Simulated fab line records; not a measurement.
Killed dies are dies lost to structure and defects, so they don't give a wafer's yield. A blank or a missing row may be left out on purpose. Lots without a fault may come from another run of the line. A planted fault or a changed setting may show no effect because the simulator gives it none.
fab line records    flow n5-finfet    part 2 of 2: steps 25 to 28 of 28
[record] lots = 6  wafers = 18  last-day = 18
route steps=1938 shown BEOL_M0_SAQP@641 BEOL_M4@1111
lots that met no fault: from a run of the same line without faults
start-h: start of the lot's first displayed wafer, in hours after the record's first day    wait-h: hours since the lot's step before    " the same as in the row above    L1.1+2: a single row standing in for several wafers    - either no value or no given start    * or withheld: withheld    < > ~ a bound
route shown NAME@n: a module of which the file shows steps, and the number in the route of the first    usual: mean/standard deviation of fault-free wafers    same: alike in all rows    chamber/n: place in a boat    sites: per-site readings    _std_site: how widely they spread, as a standard deviation    _edge_site: mean of outer sites minus mean of inner sites    radius-mm: how far each site lies from the wafer's centre    mask NAME#n: copy n    behind: the most recent tool/chamber to have shaped the wafer    hold: reason for holding the lot/hours on hold/outcome of the hold    device: names the non-switching transistor (n, p or np)    end of line: at the end of the route, the tests of the same wafers    a step with no rows: only its recipe    killed: dies lost to structure and defects at the first sort, not the wafer's yield    map: a wafer's dies, marking killed ones x, the rest . and places with no die _
set.NAME: the setting the step ran with; set.NAME@STEP: the setting that earlier step ran with    model.NAME: the simulator's own value behind a step, which no gauge read
lots at selected steps of the route; one table per step, one row per wafer
services: the hour from which a tool's chamber was out of use, counted from the record's first day as start-h (under 0 if before that day), plus the number of hours and why
[[steps]]
[step N5_BEOL_M0_SAQP_MANDREL1_REMOVE_100]
[recipe] chemistry = HBr/Cl2/O2  bt-time-s = 10  target = a-Si  stop-on = SiNx  endpoint = OES-SiCl  over-etch-frac = 0.85  icp-w = 600  bias-w = 30  HBr_flow_sccm = 150  Cl2_flow_sccm = 80  O2_flow_sccm = 5  pressure-mtorr = 10
[usual] drypump-motor-current-A = 5.9/0.54  oes-product-au = 1.004/0.017  throttle-valve-pct = 36.5/0.32
lot.wafer  tool       chamber  start-h  wait-h  drypump-motor-current-A  oes-product-au  rf-hours-counter-h  throttle-valve-pct
L402.1     rie-si-05  1        110.48   0.1     6.3                      0.998           33                  36.5
L402.5     "          2        "        "       5.1                      0.986           -                   36.2
L402.6     "          1        "        "       6.3                      0.994           -                   36.5
L404.1     rie-si-05  0        122.67   0.1     5.9                      0.983           102                 37.0
L404.4     "          1        "        "       6.3                      0.990           33                  36.5
L404.6     "          1        "        "       6.3                      0.999           -                   36.4
L409.1     rie-si-01  1        153.19   0.1     6.1                      0.369           0                   36.8
L409.2     "          2        "        "       4.6                      0.381           127                 36.5
L409.4     "          0        "        "       6.0                      0.385           40                  36.6
L410.4     rie-si-06  3        155.62   0.1     6.1                      0.389           1                   37.0
L410.5     "          1        "        "       6.6                      0.370           -                   36.0
L410.6     "          2        "        "       5.9                      0.377           -                   36.4
L419.3     rie-si-01  1        210.37   0.1     6.2                      0.993           1                   36.8
L419.4     "          0        "        "       5.9                      1.007           41                  36.6
L419.5     "          1        "        "       6.2                      1.003           -                   36.8
L425.3     rie-si-01  1        248.35   0.1     6.2                      0.994           2                   36.8
L425.5     "          2        "        "       4.7                      1.029           -                   36.5
L425.6     "          1        "        "       6.2                      0.992           -                   36.8
[step N5_BEOL_M0_SAQP_CD_MEAS_25]
[recipe] target-cd-nm = 13.1  landing-energy-ev = 1000  detector = se-inlens
[usual] cd-nm = 12.81/0.24
lot.wafer  tool       chamber  start-h  wait-h  cd-nm
L402.1     cd-sem-01  0        110.59   0.1     12.96
L402.5     "          0        "        "       13.04
L402.6     "          0        "        "       12.48
L404.1     cd-sem-01  0        122.78   0.1     12.91
L404.4     "          0        "        "       12.93
L404.6     "          0        "        "       12.46
L409.1     cd-sem-03  0        153.30   0.1     -
L409.2     "          0        "        "       -
L409.4     "          0        "        "       -
L410.4     cd-sem-03  0        155.74   0.1     -
L410.5     "          0        "        "       -
L410.6     "          0        "        "       -
L419.3     cd-sem-01  0        210.49   0.1     12.60
L419.4     "          0        "        "       13.20
L419.5     "          0        "        "       13.25
L425.3     cd-sem-03  0        248.47   0.1     12.82
L425.5     "          0        "        "       12.77
L425.6     "          0        "        "       12.73
[step N5_BEOL_M0_SAQP_ETCH_101]
[recipe] chemistry = CH3F/O2  target = SiNx  mask-material = SiO2  target-depth-a = 299  time-s = 42.7  pressure-mtorr = 30  source-w = 395  bias-w = 73  Ar_flow_sccm = 150  CH3F_flow_sccm = 30  O2_flow_sccm = 20  ion-energy-ev = 120
[usual] CH3F_flow_sccm = 29.99/0.089  O2_flow_sccm = 20.00/0.063  drypump-motor-current-A = 5.61/0.28  oes-product-au = 0.76/0.07  rf-vpp-V = 298/4.5  showerhead-plenum-p-Torr = 2.02/0.047  throttle-valve-pct = 16.37/0.19
lot.wafer  tool         chamber  start-h  wait-h  CH3F_flow_sccm  O2_flow_sccm  drypump-motor-current-A  oes-product-au  rf-hours-counter-h  rf-vpp-V  showerhead-plenum-p-Torr  throttle-valve-pct
L402.1     rie-diel-01  3        110.86   0.3     30.13           19.92         5.76                     0.78            173                 302       2.07                      16.12
L402.5     "            1        "        "       30.07           20.06         5.96                     0.72            -                   301       2.05                      16.66
L402.6     "            2        "        "       30.00           20.06         5.26                     0.70            -                   299       1.99                      16.33
L404.1     rie-diel-01  0        122.82   0.0     30.09           19.96         6.13                     0.66            249                 295       2.04                      16.62
L404.4     "            1        "        "       29.93           19.97         5.93                     0.71            210                 301       2.05                      16.66
L404.6     "            1        "        "       29.92           20.11         5.93                     0.71            -                   301       2.05                      16.68
L409.1     rie-diel-05  3        153.34   0.0     29.86           20.04         5.54                     0.70            208                 296       1.98                      16.61
L409.2     "            2        "        "       29.93           20.10         5.54                     0.86            43                  304       2.04                      16.28
L409.4     "            1        "        "       29.96           20.04         5.28                     0.82            78                  306       2.00                      16.03
L410.4     rie-diel-06  0        155.92   0.2     29.81           19.99         5.85                     0.73            -                   297       2.07                      16.39
L410.5     "            3        "        "       29.91           19.85         5.34                     0.85            -                   291       1.95                      16.27
L410.6     "            0        "        "       29.86           20.02         5.84                     0.73            -                   296       2.07                      16.37
L419.3     rie-diel-01  0        210.52   0.0     30.06           19.95         6.10                     0.87            23                  294       2.03                      16.20
L419.4     "            1        "        "       29.98           20.02         5.97                     0.69            241                 302       2.04                      16.72
L419.5     "            2        "        "       30.09           19.98         5.27                     0.67            -                   297       1.98                      16.39
L425.3     rie-diel-05  2        248.50   0.0     30.02           19.91         5.55                     0.84            73                  306       2.03                      16.33
L425.5     "            3        "        "       29.90           19.99         5.53                     0.68            -                   295       1.97                      16.66
L425.6     "            2        "        "       29.89           20.02         5.54                     0.83            -                   303       2.03                      16.33
[step N5_BEOL_M4_RC_MEAS_101]
[usual] DIBL_N = 35.8/1.5  DIBL_P = 35.9/1.8  IOFF_N = 0.152/0.025  IOFF_P = 0.21/0.031  ION_N = 672/11  ION_P = 462/7.4  SS_N = 71.5/0.52  SS_P = 73.2/0.54  VT_N = 250/3  VT_P = -250/3.3
lot.wafer  tool       chamber  start-h  wait-h  DIBL_N[mV/V]  DIBL_P[mV/V]  IOFF_N[nA/um]  IOFF_P[nA/um]  ION_N[uA/um]  ION_P[uA/um]  SS_N[mV/dec]  SS_P[mV/dec]  VT_N[mV]  VT_P[mV]
L402.1     prober-02  0        171.86   0.0     37.5          37.0          0.167          0.24           668           461           71.9          72.3          249       -248
L402.5     "          0        "        "       35.3          35.3          0.140          0.21           670           465           71.8          73.0          251       -248
L402.6     "          0        "        "       36.5          36.3          0.156          0.22           673           466           71.8          73.5          250       -249
L404.1     prober-02  0        178.78   0.0     39.1          38.8          0.194          0.27           677           465           71.8          73.5          247       -245
L404.4     "          0        "        "       38.1          38.1          0.171          0.25           681           476           71.5          73.6          250       -246
L404.6     "          0        "        "       40.1          39.1          0.219          0.28           693           476           72.9          74.2          244       -245
L419.3     prober-01  0        285.21   0.3     35.5          35.8          0.171          0.21           661           456           71.7          73.2          246       -249
L419.4     "          0        "        "       36.2          37.2          0.177          0.23           693           470           70.9          73.8          246       -248
L419.5     "          0        "        "       36.6          37.0          0.176          0.22           672           458           71.3          74.2          248       -248
L425.3     prober-02  0        321.31   0.3     33.7          33.5          0.125          0.17           660           456           71.3          72.7          253       -253
L425.5     "          0        "        "       36.9          36.4          0.165          0.21           670           455           72.2          72.7          251       -251
L425.6     "          0        "        "       32.6          32.1          0.106          0.16           652           455           71.2          72.3          255       -255
[[services]]
tool           chamber  start-h  hours  kind
ald-sin-01     -        85.29    14.0   pm
vapor-etch-02  -        91.46    0.4    repair
rie-si-01      0        101.50   3.9    repair
vapor-etch-01  0        111.36   10.3   repair
rie-si-01      1        116.94   15.1   repair
rie-diel-01    0        126.57   -      clean
rie-diel-01    0        126.57   -      consumable-replace:focus-ring
rie-diel-01    0        126.57   18.5   scheduled-down
rie-diel-01    0        126.57   18.5   vent-cycle
rie-diel-06    1        130.63   9.8    repair
rie-si-05      1        140.48   0.9    repair
ald-sin-01     3        141.04   5.9    repair
rie-diel-06    2        149.71   12.8   repair
rie-diel-01    3        157.99   1.5    repair
rie-diel-06    1        177.25   22.2   repair
rie-diel-06    2        194.15   4.6    repair
ald-sin-02     2        202.57   4.8    repair
rie-si-05      3        205.71   11.0   repair
ald-sin-04     2        218.00   5.9    repair
ald-sin-02     2        219.17   9.0    repair
rie-diel-01    1        239.29   -      clean
rie-diel-01    1        239.29   -      consumable-replace:focus-ring
rie-diel-01    1        239.29   17.8   scheduled-down
rie-diel-01    1        239.29   17.8   vent-cycle
[[key]]
[first-sign] step = N5_BEOL_M0_SAQP_ETCH_83  reading = tool-record  direction = missing
[effect] step = N5_BEOL_M0_SAQP_ETCH_84  reading = oes-product-au  direction = down  sigmas = 5.6  usual = 0.68  struck = 0.30
[effect] step = N5_BEOL_M0_SAQP_HM_OPEN_112  reading = oes-product-au  direction = down  sigmas = 4  usual = 0.50  struck = 0.29
[effect] step = N5_BEOL_M0_SAQP_MANDREL_ETCH_20  reading = oes-product-au  direction = down  sigmas = 35  usual = 0.778  struck = 0.328
[effect] step = N5_BEOL_M0_SAQP_SPACER1_ETCHBACK_99  reading = oes-product-au  direction = down  sigmas = 6.1  usual = 0.77  struck = 0.30
[effect] step = N5_BEOL_M0_SAQP_MANDREL1_REMOVE_100  reading = oes-product-au  direction = down  sigmas = 38  usual = 1.004  struck = 0.379
[effect] step = N5_BEOL_M0_SAQP_CD_MEAS_25  reading = cd-nm  direction = missing
[model-effect] step = N5_BEOL_M0_SAQP_ETCH_83  value = CAR-ArF_of_BEOL_M0_SAQP_COAT_08.thk-nm  without = 55.63  struck = 83.47
met-at N5_BEOL_M0_SAQP_ETCH_83
struck-wafers L409.1,L409.2,L409.4,L410.4,L410.5,L410.6
later-rows-left-out L409.1,L409.2,L409.4,L410.4,L410.5,L410.6
sort-left-out L409.1,L409.2,L409.4,L410.4,L410.5,L410.6
onset-between 121.25 151.60
[fault] kind = skipped-step-whole  tool = rie-diel-01,rie-diel-06  chamber = -  onset-h = 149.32  steps = N5_BEOL_M0_SAQP_ETCH_83  scope = struck-lots-only
// sort-left-out: the simulated sort isn't trusted on such a fault, so these wafers' sort isn't shown, and their yield isn't known
// later-rows-left-out: the simulator's readings of these wafers behind a module that went badly wrong aren't trusted and aren't shown, but for the sort
